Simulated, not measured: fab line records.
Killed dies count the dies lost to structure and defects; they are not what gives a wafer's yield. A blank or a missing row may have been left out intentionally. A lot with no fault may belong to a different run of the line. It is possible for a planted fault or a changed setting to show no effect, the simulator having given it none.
Chamber matching :: flow n5_finfet :: pecvd-04 running N5_SDB_HM_DEP_00: 3 sister chambers
The step deposits SiNx from SiH4/NH3/N2, target thk 40 nm, time 35.3 s. 16 wafers are shown with their chamber, then 8 later ones without.

== WAFERS, EACH WITH ITS CHAMBER ==
wafer: L074.2
chamber: 0
showerhead_plenum_p_Torr (Torr): 5.20
throttle_valve_pct (%): 40.4
heater_power_w (W): 943

wafer: L074.3
chamber: 1
showerhead_plenum_p_Torr (Torr): 5.20
throttle_valve_pct (%): 41.2
heater_power_w (W): 651

wafer: L074.4
chamber: 0
showerhead_plenum_p_Torr (Torr): 5.22
throttle_valve_pct (%): 39.7
heater_power_w (W): 911

wafer: L075.4
chamber: 1
showerhead_plenum_p_Torr (Torr): 5.20
throttle_valve_pct (%): 40.9
heater_power_w (W): 696

wafer: L075.5
chamber: 0
showerhead_plenum_p_Torr (Torr): 5.20
throttle_valve_pct (%): 39.9
heater_power_w (W): 930

wafer: L075.6
chamber: 2
showerhead_plenum_p_Torr (Torr): 5.11
throttle_valve_pct (%): 38.6
heater_power_w (W): 785

wafer: L082.2
chamber: 1
showerhead_plenum_p_Torr (Torr): 5.21
throttle_valve_pct (%): 40.9
heater_power_w (W): 708

wafer: L082.4
chamber: 0
showerhead_plenum_p_Torr (Torr): 5.21
throttle_valve_pct (%): 40.2
heater_power_w (W): 882

wafer: L082.5
chamber: 2
showerhead_plenum_p_Torr (Torr): 5.12
throttle_valve_pct (%): 38.6
heater_power_w (W): 789

wafer: L085.1
chamber: 2
showerhead_plenum_p_Torr (Torr): 5.12
throttle_valve_pct (%): 38.6
heater_power_w (W): 742

wafer: L085.2
chamber: 1
showerhead_plenum_p_Torr (Torr): 5.20
throttle_valve_pct (%): 41.4
heater_power_w (W): 713

wafer: L085.3
chamber: 0
showerhead_plenum_p_Torr (Torr): 5.21
throttle_valve_pct (%): 40.0
heater_power_w (W): 901

wafer: L086.4
chamber: 0
showerhead_plenum_p_Torr (Torr): 5.21
throttle_valve_pct (%): 40.2
heater_power_w (W): 837

wafer: L086.5
chamber: 1
showerhead_plenum_p_Torr (Torr): 5.19
throttle_valve_pct (%): 41.1
heater_power_w (W): 688

wafer: L086.6
chamber: 2
showerhead_plenum_p_Torr (Torr): 5.12
throttle_valve_pct (%): 38.9
heater_power_w (W): 744

wafer: L091.1
chamber: 1
showerhead_plenum_p_Torr (Torr): 5.20
throttle_valve_pct (%): 41.3
heater_power_w (W): 660

SIGNATURES, as means of the wafers listed above
reading: showerhead_plenum_p_Torr
chamber 0: 5.2083
chamber 1: 5.2000
chamber 2: 5.1175
scatter within a chamber: 0.00655

reading: throttle_valve_pct
chamber 0: 40.067
chamber 1: 41.133
chamber 2: 38.675
scatter within a chamber: 0.214

reading: heater_power_w
chamber 0: 900.67
chamber 1: 686.00
chamber 2: 765.00
scatter within a chamber: 30.8
Rule: for each reading, subtract the chamber's mean from the wafer's reading, divide by that reading's scatter and square the result; add these up over the readings and take the root, which gives the wafer's distance from the chamber. The wafer belongs to the nearest chamber; if the next one is less than 2 further off, it can't be placed. How the scatter is found: for the shown wafers, subtract from each reading the mean of its chamber, square and add these, divide the total by (wafers less chambers), then take the root.

== WAFERS MISSING THEIR CHAMBER ==
wafer: L091.3
showerhead_plenum_p_Torr (Torr): 5.12
throttle_valve_pct (%): 38.8
heater_power_w (W): 771

wafer: L091.6
showerhead_plenum_p_Torr (Torr): 5.21
throttle_valve_pct (%): 40.0
heater_power_w (W): 917

wafer: L092.2
showerhead_plenum_p_Torr (Torr): 5.12
throttle_valve_pct (%): 38.8
heater_power_w (W): 699

wafer: L092.5
showerhead_plenum_p_Torr (Torr): 5.20
throttle_valve_pct (%): 39.9
heater_power_w (W): 935

wafer: L092.6
showerhead_plenum_p_Torr (Torr): 5.20
throttle_valve_pct (%): 41.4
heater_power_w (W): 732

wafer: L097.1
showerhead_plenum_p_Torr (Torr): 5.19
throttle_valve_pct (%): 39.7
heater_power_w (W): 919

wafer: L097.3
showerhead_plenum_p_Torr (Torr): 5.12
throttle_valve_pct (%): 38.8
heater_power_w (W): 824

wafer: L097.6
showerhead_plenum_p_Torr (Torr): 5.12
throttle_valve_pct (%): 38.8
heater_power_w (W): 783

== WHICH CHAMBER EACH WENT THROUGH ==
wafer: L091.3
from the rows above: 2
in truth: 2

wafer: L091.6
from the rows above: 0
in truth: 0

wafer: L092.2
from the rows above: 2
in truth: 2

wafer: L092.5
from the rows above: 0
in truth: 0

wafer: L092.6
from the rows above: 1
in truth: 1

wafer: L097.1
from the rows above: 0
in truth: 0

wafer: L097.3
from the rows above: 2
in truth: 2

wafer: L097.6
from the rows above: 2
in truth: 2
Correct placement for 8 of the 8. Can't be placed from these rows: 0. Placed wrongly: 0.
